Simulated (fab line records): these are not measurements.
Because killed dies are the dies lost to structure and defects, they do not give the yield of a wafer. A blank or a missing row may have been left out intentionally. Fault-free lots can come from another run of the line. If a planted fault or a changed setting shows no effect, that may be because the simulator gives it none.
fab line records :: flow nand_harc :: part 2 of 2: steps 29 to 34 of 34
record:
  lots: 5
  wafers: 15
  last_day: 24
route steps=1159 shown A_STAIRCASE@656
lots untouched by any fault: they come from a run of this same line in which no faults occurred
start_h: hours from the record's opening day to when the first of the lot's shown wafers began :: wait_h: hours since the lot's step before :: " as in the row above :: L1.1+2: several wafers, shown together as one row :: - no value, or no start was given :: * or withheld: withheld :: < > ~ a bound
route shown NAME@n: a module of which the file shows steps, and the number in the route of the first :: usual: average and standard deviation across the fault-free wafers :: same: alike in all rows :: chamber/n: place in a boat :: sites: per-site readings :: _std_site: standard deviation of those values :: _edge_site: inner sites' mean taken away from outer sites' mean :: radius_mm: how far each site lies from the wafer's centre :: mask NAME#n: copy n :: behind: the last tool/chamber to shape the wafer :: hold: reason for holding the lot/hours on hold/outcome of the hold :: device: transistor that didn't switch, given as n, p or np :: end of line: the tests these same wafers got at the end of their route :: a step given without rows: its recipe and nothing more :: killed: at the first sort, the dies lost to defects and structure; wafer yield is something else :: map: dies across one wafer; x = killed, . = not, _ = none there
set.NAME: the setting as run; set.NAME@STEP: as run at that earlier step :: model.NAME: the simulator's own value behind a step, which no gauge read
a table for each step, a row for each wafer; lots at some steps of the route
services: a tool's chamber out of use, with start hour (start_h, from the record's first day; less than 0 if before it), hours out, and reason
== steps ==
step: NHARC_A_STAIRCASE_DESCUM_312
recipe:
  time_s: 3
  o2_flow_sccm: 200
  ar_flow_sccm: 0
  bias_power_w: 0
  chemistry: O2
usual:
  drypump_motor_current_A: 5.7/0.48
  oes_product_au: 0.998/0.0073
  rf_vpp_V: 57.9/0.86
  showerhead_plenum_p_Torr: 1.91/0.091
  throttle_valve_pct: 11.312/0.0083
lot.wafer: L082.1
tool: rie_diel-11
chamber: 2
start_h: 309.63
wait_h: -
drypump_motor_current_A: 5.8
oes_product_au: 0.980
rf_hours_counter_h: 37
rf_vpp_V: 57.6
showerhead_plenum_p_Torr: 1.90
throttle_valve_pct: 11.309

lot.wafer: L082.6
tool: rie_diel-11
chamber: 0
start_h: 309.63
wait_h: -
drypump_motor_current_A: 6.0
oes_product_au: 0.994
rf_hours_counter_h: -
rf_vpp_V: 57.7
showerhead_plenum_p_Torr: 1.96
throttle_valve_pct: 11.309

lot.wafer: L082.5
tool: rie_diel-11
chamber: 1
start_h: 309.63
wait_h: -
drypump_motor_current_A: 6.2
oes_product_au: 0.998
rf_hours_counter_h: -
rf_vpp_V: 57.4
showerhead_plenum_p_Torr: 1.99
throttle_valve_pct: 11.328

lot.wafer: L083.3
tool: rie_diel-08
chamber: 0
start_h: 313.89
wait_h: -
drypump_motor_current_A: 6.2
oes_product_au: 1.001
rf_hours_counter_h: 1
rf_vpp_V: 57.6
showerhead_plenum_p_Torr: 1.98
throttle_valve_pct: 11.303

lot.wafer: L083.6
tool: rie_diel-08
chamber: 3
start_h: 313.89
wait_h: -
drypump_motor_current_A: 5.4
oes_product_au: 1.003
rf_hours_counter_h: -
rf_vpp_V: 57.5
showerhead_plenum_p_Torr: 1.84
throttle_valve_pct: 11.316

lot.wafer: L083.5
tool: rie_diel-08
chamber: 0
start_h: 313.89
wait_h: -
drypump_motor_current_A: 6.2
oes_product_au: 0.993
rf_hours_counter_h: -
rf_vpp_V: 58.3
showerhead_plenum_p_Torr: 1.98
throttle_valve_pct: 11.310

lot.wafer: L084.1
tool: rie_diel-08
chamber: 0
start_h: 317.65
wait_h: -
drypump_motor_current_A: 6.2
oes_product_au: 0.991
rf_hours_counter_h: 2
rf_vpp_V: 59.5
showerhead_plenum_p_Torr: 1.98
throttle_valve_pct: 11.310

lot.wafer: L084.3
tool: rie_diel-08
chamber: 1
start_h: 317.65
wait_h: -
drypump_motor_current_A: 5.6
oes_product_au: 1.000
rf_hours_counter_h: 2
rf_vpp_V: 56.7
showerhead_plenum_p_Torr: 1.79
throttle_valve_pct: 11.314

lot.wafer: L084.6
tool: rie_diel-08
chamber: 1
start_h: 317.65
wait_h: -
drypump_motor_current_A: 5.6
oes_product_au: 0.987
rf_hours_counter_h: -
rf_vpp_V: 57.6
showerhead_plenum_p_Torr: 1.79
throttle_valve_pct: 11.295

lot.wafer: L088.3
tool: rie_diel-11
chamber: 0
start_h: 338.96
wait_h: -
drypump_motor_current_A: 6.0
oes_product_au: 1.005
rf_hours_counter_h: 52
rf_vpp_V: 57.4
showerhead_plenum_p_Torr: 1.95
throttle_valve_pct: 11.315

lot.wafer: L088.1
tool: rie_diel-11
chamber: 2
start_h: 338.96
wait_h: -
drypump_motor_current_A: 5.9
oes_product_au: 0.988
rf_hours_counter_h: 51
rf_vpp_V: 59.7
showerhead_plenum_p_Torr: 1.90
throttle_valve_pct: 11.302

lot.wafer: L088.6
tool: rie_diel-11
chamber: 3
start_h: 338.96
wait_h: -
drypump_motor_current_A: 6.5
oes_product_au: 0.999
rf_hours_counter_h: -
rf_vpp_V: 56.1
showerhead_plenum_p_Torr: 1.78
throttle_valve_pct: 11.307

lot.wafer: L096.2
tool: rie_diel-09
chamber: 2
start_h: 385.79
wait_h: -
drypump_motor_current_A: 4.9
oes_product_au: 1.000
rf_hours_counter_h: 36
rf_vpp_V: 56.5
showerhead_plenum_p_Torr: 1.89
throttle_valve_pct: 11.312

lot.wafer: L096.6
tool: rie_diel-09
chamber: 3
start_h: 385.79
wait_h: -
drypump_motor_current_A: 5.5
oes_product_au: 0.994
rf_hours_counter_h: -
rf_vpp_V: 57.6
showerhead_plenum_p_Torr: 2.06
throttle_valve_pct: 11.311

lot.wafer: L096.5
tool: rie_diel-09
chamber: 0
start_h: 385.79
wait_h: -
drypump_motor_current_A: 5.1
oes_product_au: 1.002
rf_hours_counter_h: -
rf_vpp_V: 58.0
showerhead_plenum_p_Torr: 1.90
throttle_valve_pct: 11.310
step: NHARC_A_STAIRCASE_ETCH_313
recipe:
  cf4_flow_sccm: 100
  chf3_flow_sccm: 30
  ar_flow_sccm: 0
  rf_w: 500
  bias_w: 200
  chemistry: CF4/CHF3
usual:
  cf4_flow_sccm: 100.0/0.33
  drypump_motor_current_A: 5.7/0.48
  oes_product_au: 0.942/0.023
  rf_vpp_V: 370.6/2.4
  showerhead_plenum_p_Torr: 1.58/0.069
  throttle_valve_pct: 16.803/0.0095
lot.wafer: L082.1
tool: rie_diel-11
chamber: 3
start_h: 309.70
wait_h: 0.1
cf4_flow_sccm: 100.0
drypump_motor_current_A: 6.5
oes_product_au: 0.919
rf_hours_counter_h: 37
rf_vpp_V: 367.1
showerhead_plenum_p_Torr: 1.48
throttle_valve_pct: 16.805

lot.wafer: L082.6
tool: rie_diel-11
chamber: 3
start_h: 309.70
wait_h: 0.1
cf4_flow_sccm: 100.5
drypump_motor_current_A: 6.5
oes_product_au: 0.926
rf_hours_counter_h: -
rf_vpp_V: 367.8
showerhead_plenum_p_Torr: 1.48
throttle_valve_pct: 16.797

lot.wafer: L082.5
tool: rie_diel-11
chamber: 0
start_h: 309.70
wait_h: 0.1
cf4_flow_sccm: 100.3
drypump_motor_current_A: 6.0
oes_product_au: 0.920
rf_hours_counter_h: -
rf_vpp_V: 372.5
showerhead_plenum_p_Torr: 1.61
throttle_valve_pct: 16.795

lot.wafer: L083.3
tool: rie_diel-08
chamber: 1
start_h: 313.98
wait_h: 0.1
cf4_flow_sccm: 99.9
drypump_motor_current_A: 5.6
oes_product_au: 0.979
rf_hours_counter_h: 1
rf_vpp_V: 366.4
showerhead_plenum_p_Torr: 1.47
throttle_valve_pct: 16.809

lot.wafer: L083.5
tool: rie_diel-08
chamber: 3
start_h: 313.98
wait_h: 0.1
cf4_flow_sccm: 99.7
drypump_motor_current_A: 5.4
oes_product_au: 0.964
rf_hours_counter_h: -
rf_vpp_V: 367.1
showerhead_plenum_p_Torr: 1.52
throttle_valve_pct: 16.805

lot.wafer: L083.6
tool: rie_diel-08
chamber: 0
start_h: 313.98
wait_h: 0.1
cf4_flow_sccm: 100.0
drypump_motor_current_A: 6.2
oes_product_au: 0.952
rf_hours_counter_h: -
rf_vpp_V: 373.0
showerhead_plenum_p_Torr: 1.63
throttle_valve_pct: 16.792

lot.wafer: L084.1
tool: rie_diel-08
chamber: 3
start_h: 317.74
wait_h: 0.1
cf4_flow_sccm: 99.8
drypump_motor_current_A: 5.5
oes_product_au: 0.981
rf_hours_counter_h: 4
rf_vpp_V: 367.9
showerhead_plenum_p_Torr: 1.52
throttle_valve_pct: 16.791

lot.wafer: L084.3
tool: rie_diel-08
chamber: 1
start_h: 317.74
wait_h: 0.1
cf4_flow_sccm: 100.2
drypump_motor_current_A: 5.6
oes_product_au: 0.959
rf_hours_counter_h: 2
rf_vpp_V: 366.0
showerhead_plenum_p_Torr: 1.47
throttle_valve_pct: 16.808

lot.wafer: L084.6
tool: rie_diel-08
chamber: 2
start_h: 317.74
wait_h: 0.1
cf4_flow_sccm: 100.2
drypump_motor_current_A: 5.3
oes_product_au: 0.978
rf_hours_counter_h: -
rf_vpp_V: 372.4
showerhead_plenum_p_Torr: 1.68
throttle_valve_pct: 16.798

lot.wafer: L088.1
tool: rie_diel-11
chamber: 0
start_h: 339.04
wait_h: 0.1
cf4_flow_sccm: 100.4
drypump_motor_current_A: 6.0
oes_product_au: 0.920
rf_hours_counter_h: 52
rf_vpp_V: 372.2
showerhead_plenum_p_Torr: 1.60
throttle_valve_pct: 16.781

lot.wafer: L088.3
tool: rie_diel-11
chamber: 3
start_h: 339.04
wait_h: 0.1
cf4_flow_sccm: 99.3
drypump_motor_current_A: 6.5
oes_product_au: 0.931
rf_hours_counter_h: 51
rf_vpp_V: 367.9
showerhead_plenum_p_Torr: 1.47
throttle_valve_pct: 16.816

lot.wafer: L088.6
tool: rie_diel-11
chamber: 1
start_h: 339.04
wait_h: 0.1
cf4_flow_sccm: 100.5
drypump_motor_current_A: 6.1
oes_product_au: 0.930
rf_hours_counter_h: -
rf_vpp_V: 372.8
showerhead_plenum_p_Torr: 1.63
throttle_valve_pct: 16.822

lot.wafer: L096.2
tool: rie_diel-09
chamber: 2
start_h: 385.92
wait_h: 0.1
cf4_flow_sccm: 100.4
drypump_motor_current_A: 4.9
oes_product_au: 0.947
rf_hours_counter_h: 36
rf_vpp_V: 369.3
showerhead_plenum_p_Torr: 1.55
throttle_valve_pct: 16.794

lot.wafer: L096.5
tool: rie_diel-09
chamber: 0
start_h: 385.92
wait_h: 0.1
cf4_flow_sccm: 99.5
drypump_motor_current_A: 5.1
oes_product_au: 0.950
rf_hours_counter_h: -
rf_vpp_V: 370.0
showerhead_plenum_p_Torr: 1.56
throttle_valve_pct: 16.803

lot.wafer: L096.6
tool: rie_diel-09
chamber: 1
start_h: 385.92
wait_h: 0.1
cf4_flow_sccm: 100.1
drypump_motor_current_A: 4.9
oes_product_au: 0.975
rf_hours_counter_h: -
rf_vpp_V: 369.4
showerhead_plenum_p_Torr: 1.54
throttle_valve_pct: 16.812
step: NHARC_A_STAIRCASE_HM_OPEN_463
recipe:
  o2_flow_sccm: 400
  cos_flow_sccm: 20
  ar_flow_sccm: 0
  rf_w: 500
  bias_w: 300
  chemistry: O2/COS
usual:
  drypump_motor_current_A: 5.8/0.49
  oes_product_au: 0.999/0.008
  rf_vpp_V: 467/3.1
  showerhead_plenum_p_Torr: 3.12/0.14
  throttle_valve_pct: 28.330/0.0083
lot.wafer: L082.1
tool: rie_diel-11
chamber: 2
start_h: -
wait_h: -
drypump_motor_current_A: 5.8
oes_product_au: 0.978
rf_hours_counter_h: 37
rf_vpp_V: 466
showerhead_plenum_p_Torr: 3.10
throttle_valve_pct: 28.324

lot.wafer: L082.5
tool: rie_diel-11
chamber: 1
start_h: -
wait_h: -
drypump_motor_current_A: 6.2
oes_product_au: 1.000
rf_hours_counter_h: -
rf_vpp_V: 469
showerhead_plenum_p_Torr: 3.23
throttle_valve_pct: 28.328

lot.wafer: L082.6
tool: rie_diel-11
chamber: 2
start_h: -
wait_h: -
drypump_motor_current_A: 5.8
oes_product_au: 0.996
rf_hours_counter_h: -
rf_vpp_V: 468
showerhead_plenum_p_Torr: 3.10
throttle_valve_pct: 28.322

lot.wafer: L083.3
tool: rie_diel-08
chamber: 2
start_h: -
wait_h: -
drypump_motor_current_A: 5.3
oes_product_au: 1.004
rf_hours_counter_h: 2
rf_vpp_V: 473
showerhead_plenum_p_Torr: 3.34
throttle_valve_pct: 28.320

lot.wafer: L083.6
tool: rie_diel-08
chamber: 2
start_h: -
wait_h: -
drypump_motor_current_A: 5.3
oes_product_au: 0.994
rf_hours_counter_h: -
rf_vpp_V: 472
showerhead_plenum_p_Torr: 3.34
throttle_valve_pct: 28.335

lot.wafer: L083.5
tool: rie_diel-08
chamber: 3
start_h: -
wait_h: -
drypump_motor_current_A: 5.5
oes_product_au: 1.015
rf_hours_counter_h: -
rf_vpp_V: 464
showerhead_plenum_p_Torr: 3.01
throttle_valve_pct: 28.341

lot.wafer: L084.1
tool: rie_diel-08
chamber: 3
start_h: -
wait_h: -
drypump_motor_current_A: 5.5
oes_product_au: 1.000
rf_hours_counter_h: 4
rf_vpp_V: 463
showerhead_plenum_p_Torr: 3.01
throttle_valve_pct: 28.317

lot.wafer: L084.3
tool: rie_diel-08
chamber: 1
start_h: -
wait_h: -
drypump_motor_current_A: 5.6
oes_product_au: 0.991
rf_hours_counter_h: 2
rf_vpp_V: 462
showerhead_plenum_p_Torr: 2.93
throttle_valve_pct: 28.325

lot.wafer: L084.6
tool: rie_diel-08
chamber: 2
start_h: -
wait_h: -
drypump_motor_current_A: 5.3
oes_product_au: 1.000
rf_hours_counter_h: -
rf_vpp_V: 471
showerhead_plenum_p_Torr: 3.34
throttle_valve_pct: 28.331

lot.wafer: L088.3
tool: rie_diel-11
chamber: 0
start_h: -
wait_h: -
drypump_motor_current_A: 6.0
oes_product_au: 0.996
rf_hours_counter_h: 52
rf_vpp_V: 469
showerhead_plenum_p_Torr: 3.18
throttle_valve_pct: 28.340

lot.wafer: L088.1
tool: rie_diel-11
chamber: 1
start_h: -
wait_h: -
drypump_motor_current_A: 6.2
oes_product_au: 1.005
rf_hours_counter_h: 49
rf_vpp_V: 469
showerhead_plenum_p_Torr: 3.23
throttle_valve_pct: 28.340

lot.wafer: L088.6
tool: rie_diel-11
chamber: 0
start_h: -
wait_h: -
drypump_motor_current_A: 6.0
oes_product_au: 1.006
rf_hours_counter_h: -
rf_vpp_V: 468
showerhead_plenum_p_Torr: 3.18
throttle_valve_pct: 28.337

lot.wafer: L096.2
tool: rie_diel-09
chamber: 3
start_h: -
wait_h: -
drypump_motor_current_A: 5.6
oes_product_au: 0.999
rf_hours_counter_h: 49
rf_vpp_V: 472
showerhead_plenum_p_Torr: 3.35
throttle_valve_pct: 28.315

lot.wafer: L096.6
tool: rie_diel-09
chamber: 0
start_h: -
wait_h: -
drypump_motor_current_A: 5.0
oes_product_au: 1.008
rf_hours_counter_h: -
rf_vpp_V: 469
showerhead_plenum_p_Torr: 3.10
throttle_valve_pct: 28.328

lot.wafer: L096.5
tool: rie_diel-09
chamber: 1
start_h: -
wait_h: -
drypump_motor_current_A: 4.9
oes_product_au: 1.009
rf_hours_counter_h: -
rf_vpp_V: 465
showerhead_plenum_p_Torr: 3.07
throttle_valve_pct: 28.341
step: NHARC_A_STAIRCASE_STRIP_464
recipe:
  o2_flow_sccm: 400
  cos_flow_sccm: 20
  ar_flow_sccm: 0
  bias_w: 0
  chemistry: O2/COS
lot.wafer: L082.1+5+6
tool: rie_diel-11
chamber: 2,0,1
start_h: -
wait_h: -

lot.wafer: L083.3+5+6
tool: rie_diel-08
chamber: 3,0,1
start_h: -
wait_h: -

lot.wafer: L084.3+1+6
tool: rie_diel-08
chamber: 2,3,0
start_h: -
wait_h: -

lot.wafer: L088.3+1+6
tool: rie_diel-11
chamber: 2,1,3
start_h: -
wait_h: -

lot.wafer: L096.2+5+6
tool: rie_diel-09
chamber: 3,2,3
start_h: -
wait_h: -
step: NHARC_A_STAIRCASE_ETCH_453
recipe:
  target_depth_a: 300
  overetch_a: 30
  time_s: 16.5
  ion_energy_ev: 100
  cf4_flow_sccm: 80
  o2_flow_sccm: 20
  ar_flow_sccm: 0
  rf_w: 300
  bias_w: 100
  chemistry: CF4/O2
usual:
  cf4_flow_sccm: 80.01/0.23
  drypump_motor_current_A: 5.7/0.47
  oes_product_au: 0.999/0.0074
  rf_vpp_V: 197.8/1.5
  showerhead_plenum_p_Torr: 1.34/0.061
  throttle_valve_pct: 13.396/0.0084
lot.wafer: L082.1
tool: rie_diel-11
chamber: 2
start_h: -
wait_h: -
cf4_flow_sccm: 80.33
drypump_motor_current_A: 5.8
oes_product_au: 0.992
rf_hours_counter_h: 37
rf_vpp_V: 199.5
showerhead_plenum_p_Torr: 1.33
throttle_valve_pct: 13.393

lot.wafer: L082.5
tool: rie_diel-11
chamber: 0
start_h: -
wait_h: -
cf4_flow_sccm: 80.06
drypump_motor_current_A: 6.0
oes_product_au: 1.002
rf_hours_counter_h: -
rf_vpp_V: 199.2
showerhead_plenum_p_Torr: 1.37
throttle_valve_pct: 13.392

lot.wafer: L082.6
tool: rie_diel-11
chamber: 1
start_h: -
wait_h: -
cf4_flow_sccm: 79.91
drypump_motor_current_A: 6.2
oes_product_au: 1.005
rf_hours_counter_h: -
rf_vpp_V: 200.3
showerhead_plenum_p_Torr: 1.38
throttle_valve_pct: 13.406

lot.wafer: L083.3
tool: rie_diel-08
chamber: 2
start_h: -
wait_h: -
cf4_flow_sccm: 80.03
drypump_motor_current_A: 5.4
oes_product_au: 0.999
rf_hours_counter_h: 2
rf_vpp_V: 197.9
showerhead_plenum_p_Torr: 1.43
throttle_valve_pct: 13.392

lot.wafer: L083.5
tool: rie_diel-08
chamber: 1
start_h: -
wait_h: -
cf4_flow_sccm: 79.97
drypump_motor_current_A: 5.6
oes_product_au: 0.999
rf_hours_counter_h: -
rf_vpp_V: 194.1
showerhead_plenum_p_Torr: 1.25
throttle_valve_pct: 13.395

lot.wafer: L083.6
tool: rie_diel-08
chamber: 2
start_h: -
wait_h: -
cf4_flow_sccm: 80.15
drypump_motor_current_A: 5.3
oes_product_au: 0.989
rf_hours_counter_h: -
rf_vpp_V: 199.1
showerhead_plenum_p_Torr: 1.43
throttle_valve_pct: 13.403

lot.wafer: L084.3
tool: rie_diel-08
chamber: 1
start_h: -
wait_h: -
cf4_flow_sccm: 80.00
drypump_motor_current_A: 5.6
oes_product_au: 0.994
rf_hours_counter_h: 2
rf_vpp_V: 195.4
showerhead_plenum_p_Torr: 1.25
throttle_valve_pct: 13.393

lot.wafer: L084.1
tool: rie_diel-08
chamber: 2
start_h: -
wait_h: -
cf4_flow_sccm: 80.07
drypump_motor_current_A: 5.4
oes_product_au: 0.997
rf_hours_counter_h: 3
rf_vpp_V: 198.5
showerhead_plenum_p_Torr: 1.43
throttle_valve_pct: 13.395

lot.wafer: L084.6
tool: rie_diel-08
chamber: 0
start_h: -
wait_h: -
cf4_flow_sccm: 79.58
drypump_motor_current_A: 6.2
oes_product_au: 1.000
rf_hours_counter_h: -
rf_vpp_V: 198.9
showerhead_plenum_p_Torr: 1.38
throttle_valve_pct: 13.408

lot.wafer: L088.1
tool: rie_diel-11
chamber: 1
start_h: -
wait_h: -
cf4_flow_sccm: 80.28
drypump_motor_current_A: 6.2
oes_product_au: 0.996
rf_hours_counter_h: 49
rf_vpp_V: 197.5
showerhead_plenum_p_Torr: 1.38
throttle_valve_pct: 13.397

lot.wafer: L088.3
tool: rie_diel-11
chamber: 2
start_h: -
wait_h: -
cf4_flow_sccm: 79.83
drypump_motor_current_A: 5.8
oes_product_au: 1.007
rf_hours_counter_h: 51
rf_vpp_V: 197.2
showerhead_plenum_p_Torr: 1.32
throttle_valve_pct: 13.400

lot.wafer: L088.6
tool: rie_diel-11
chamber: 2
start_h: -
wait_h: -
cf4_flow_sccm: 80.11
drypump_motor_current_A: 5.8
oes_product_au: 0.989
rf_hours_counter_h: -
rf_vpp_V: 198.8
showerhead_plenum_p_Torr: 1.32
throttle_valve_pct: 13.396

lot.wafer: L096.2
tool: rie_diel-09
chamber: 0
start_h: -
wait_h: -
cf4_flow_sccm: 79.55
drypump_motor_current_A: 5.1
oes_product_au: 0.999
rf_hours_counter_h: 47
rf_vpp_V: 197.2
showerhead_plenum_p_Torr: 1.33
throttle_valve_pct: 13.390

lot.wafer: L096.6
tool: rie_diel-09
chamber: 3
start_h: -
wait_h: -
cf4_flow_sccm: 80.01
drypump_motor_current_A: 5.5
oes_product_au: 0.993
rf_hours_counter_h: -
rf_vpp_V: 200.1
showerhead_plenum_p_Torr: 1.43
throttle_valve_pct: 13.384

lot.wafer: L096.5
tool: rie_diel-09
chamber: 0
start_h: -
wait_h: -
cf4_flow_sccm: 79.85
drypump_motor_current_A: 5.1
oes_product_au: 1.000
rf_hours_counter_h: -
rf_vpp_V: 196.5
showerhead_plenum_p_Torr: 1.33
throttle_valve_pct: 13.401
step: NHARC_A_STAIRCASE_ETCH_315
recipe:
  target_depth_a: 25000
  time_s: 607.1
  ion_energy_ev: 800
  c4f8_flow_sccm: 80
  o2_flow_sccm: 60
  ar_flow_sccm: withheld
  rf_w: 600
  bias_w: 3000
  chemistry: C4F8/O2/Ar
usual:
  oes_product_au: 0.933/0.011
  rf_vpp_V: 1828/11
lot.wafer: L082.1
tool: rie_diel-11
chamber: 1
start_h: -
wait_h: -
oes_product_au: 0.936
rf_hours_counter_h: 35
rf_vpp_V: 1835

lot.wafer: L082.6
tool: rie_diel-11
chamber: 2
start_h: -
wait_h: -
oes_product_au: 0.921
rf_hours_counter_h: -
rf_vpp_V: 1826

lot.wafer: L082.5
tool: rie_diel-11
chamber: 3
start_h: -
wait_h: -
oes_product_au: 0.931
rf_hours_counter_h: -
rf_vpp_V: 1810

lot.wafer: L083.3
tool: rie_diel-08
chamber: 2
start_h: -
wait_h: -
oes_product_au: 0.940
rf_hours_counter_h: 2
rf_vpp_V: 1845

lot.wafer: L083.5
tool: rie_diel-08
chamber: 3
start_h: -
wait_h: -
oes_product_au: 0.923
rf_hours_counter_h: -
rf_vpp_V: 1820

lot.wafer: L083.6
tool: rie_diel-08
chamber: 0
start_h: -
wait_h: -
oes_product_au: 0.930
rf_hours_counter_h: -
rf_vpp_V: 1837

lot.wafer: L084.1
tool: rie_diel-08
chamber: 1
start_h: -
wait_h: -
oes_product_au: 0.930
rf_hours_counter_h: 2
rf_vpp_V: 1809

lot.wafer: L084.3
tool: rie_diel-08
chamber: 2
start_h: -
wait_h: -
oes_product_au: 0.934
rf_hours_counter_h: 3
rf_vpp_V: 1844

lot.wafer: L084.6
tool: rie_diel-08
chamber: 1
start_h: -
wait_h: -
oes_product_au: 0.932
rf_hours_counter_h: -
rf_vpp_V: 1811

lot.wafer: L088.3
tool: rie_diel-11
chamber: 2
start_h: -
wait_h: -
oes_product_au: 0.930
rf_hours_counter_h: 51
rf_vpp_V: 1825

lot.wafer: L088.1
tool: rie_diel-11
chamber: 3
start_h: -
wait_h: -
oes_product_au: 0.936
rf_hours_counter_h: 51
rf_vpp_V: 1810

lot.wafer: L088.6
tool: rie_diel-11
chamber: 2
start_h: -
wait_h: -
oes_product_au: 0.932
rf_hours_counter_h: -
rf_vpp_V: 1826

lot.wafer: L096.2
tool: rie_diel-09
chamber: 0
start_h: -
wait_h: -
oes_product_au: 0.934
rf_hours_counter_h: 47
rf_vpp_V: 1826

lot.wafer: L096.5
tool: rie_diel-09
chamber: 2
start_h: -
wait_h: -
oes_product_au: 0.921
rf_hours_counter_h: -
rf_vpp_V: 1823

lot.wafer: L096.6
tool: rie_diel-09
chamber: 3
start_h: -
wait_h: -
oes_product_au: 0.940
rf_hours_counter_h: -
rf_vpp_V: 1846
== services ==
tool: pecvd-03
chamber: -
start_h: 292.58
hours: 13.0
kind: pm

tool: acl_dep-01
chamber: -
start_h: 293.79
hours: 13.0
kind: pm

tool: krf_scanner-04
chamber: -
start_h: 295.78
hours: 0.2
kind: repair

tool: rie_diel-11
chamber: 0
start_h: 296.74
hours: -
kind: clean

tool: rie_diel-11
chamber: 1
start_h: 296.74
hours: -
kind: clean

tool: rie_diel-11
chamber: 2
start_h: 296.74
hours: -
kind: clean

tool: rie_diel-11
chamber: 3
start_h: 296.74
hours: -
kind: clean

tool: krf_scanner-04
chamber: -
start_h: 298.00
hours: 4.0
kind: pm

tool: rie_diel-08
chamber: -
start_h: 302.28
hours: 9.0
kind: pm

tool: wet_bench-06
chamber: -
start_h: 305.60
hours: 8.0
kind: pm

tool: rie_diel-11
chamber: 0
start_h: 321.36
hours: -
kind: clean

tool: krf_scanner-01
chamber: -
start_h: 329.36
hours: 0.5
kind: repair

tool: pecvd-02
chamber: -
start_h: 334.00
hours: 13.0
kind: pm

tool: litho_track-02
chamber: -
start_h: 340.00
hours: 7.0
kind: pm

tool: rie_diel-08
chamber: 0
start_h: 341.33
hours: 3.9
kind: repair

tool: rie_diel-08
chamber: 1
start_h: 343.02
hours: 7.6
kind: repair

tool: rie_diel-08
chamber: 3
start_h: 343.92
hours: 6.9
kind: repair

tool: acl_dep-02
chamber: -
start_h: 350.83
hours: 13.0
kind: pm

tool: litho_track-07
chamber: -
start_h: 364.00
hours: 7.0
kind: pm

tool: pecvd-03
chamber: -
start_h: 365.31
hours: 0.8
kind: repair

tool: rie_diel-11
chamber: -
start_h: 366.51
hours: 9.0
kind: pm

tool: wet_bench-05
chamber: -
start_h: 372.80
hours: 8.0
kind: pm

tool: pecvd-04
chamber: -
start_h: 376.00
hours: 13.0
kind: pm

tool: krf_scanner-02
chamber: -
start_h: 382.00
hours: 4.0
kind: pm
